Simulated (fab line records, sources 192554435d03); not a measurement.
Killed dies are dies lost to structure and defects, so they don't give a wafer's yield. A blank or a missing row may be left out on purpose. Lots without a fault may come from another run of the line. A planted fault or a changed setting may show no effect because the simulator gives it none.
One fault seen from 2 desks | flow n5_finfet | each desk has only its own numbers; what lay behind them comes last

THE METROLOGY DESK
What the gauges read, lot by lot, whatever tool the lot ran on: means of the sampled wafers that have a number. A lot is out of limits, marked OUT, if its mean lies more than 4 standard deviations from the usual mean; the brackets give that distance. Of its 10 readings 7 are shown: those that lie furthest out on some lot.
Columns: A = DIBL_N at N5_BEOL_M4_RC_MEAS_101, usual 36.3 mV/V; B = DIBL_P at N5_BEOL_M4_RC_MEAS_101, usual 36.3 mV/V; C = IOFF_P at N5_BEOL_M4_RC_MEAS_101, usual 0.211 nA/um; D = ION_N at N5_BEOL_M4_RC_MEAS_101, usual 672 uA/um; E = ION_P at N5_BEOL_M4_RC_MEAS_101, usual 462 uA/um; F = SS_N at N5_BEOL_M4_RC_MEAS_101, usual 71.5 mV/dec; G = VT_P at N5_BEOL_M4_RC_MEAS_101, usual -249.8 mV
lot  | first seen here | A    | B    | C     | D   | E   | F    | G
L565 | day 13 23:03    | 36.8 | 37.5 | 0.184 | 672 | 455 | 71.1 | -252.5
L567 | day 14 12:25    | 37.0 | 37.2 | 0.193 | 667 | 454 | 71.7 | -252.6
L568 | day 14 23:28    | 35.8 | 34.5 | 0.191 | 668 | 458 | 71.3 | -251.3
L573 | day 16 16:45    | 36.2 | 35.8 | 0.209 | 683 | 466 | 71.6 | -248.8
This desk's finding: nothing out of limits on any of the 4 lots.

THE TOOL OWNER'S DESK: pecvd-04
The tool's own readings at N5_BEOL_M0_SAQP_PECVD_96 (deposits a-Si from SiH4/He, target thk 45 nm, time 45.2 s): means of the sampled wafers that have a number, for each lot that ran on this tool. A lot is out of limits, marked OUT, if its mean lies more than 4 standard deviations from the usual mean; the brackets give that distance.
Columns: A = heater_power_w at N5_BEOL_M0_SAQP_PECVD_96, usual 581 W; B = rf_fwd_power_W at N5_BEOL_M0_SAQP_PECVD_96, usual 99.2 W; C = run_length_s at N5_BEOL_M0_SAQP_PECVD_96, usual 81.2 s; D = showerhead_plenum_p_Torr at N5_BEOL_M0_SAQP_PECVD_96, usual 5.66 Torr; E = throttle_valve_pct at N5_BEOL_M0_SAQP_PECVD_96, usual 18.0 %
lot  | first seen here | A   | B    | C    | D    | E
L565 | day 7 22:04     | 543 | 99.1 | 81.3 | 5.68 | 18.0
L567 | day 8 05:54     | 507 | -    | 79.6 | 5.67 | 17.9
L568 | day 8 11:56     | 548 | -    | 79.7 | 5.64 | 18.3
This desk's finding: nothing out of limits on any of the 3 lots.

PUT TOGETHER
The metrology desk saw nothing out of limits.
The tool owner's desk saw nothing out of limits.

WHAT THE SIMULATOR HAD PUT IN
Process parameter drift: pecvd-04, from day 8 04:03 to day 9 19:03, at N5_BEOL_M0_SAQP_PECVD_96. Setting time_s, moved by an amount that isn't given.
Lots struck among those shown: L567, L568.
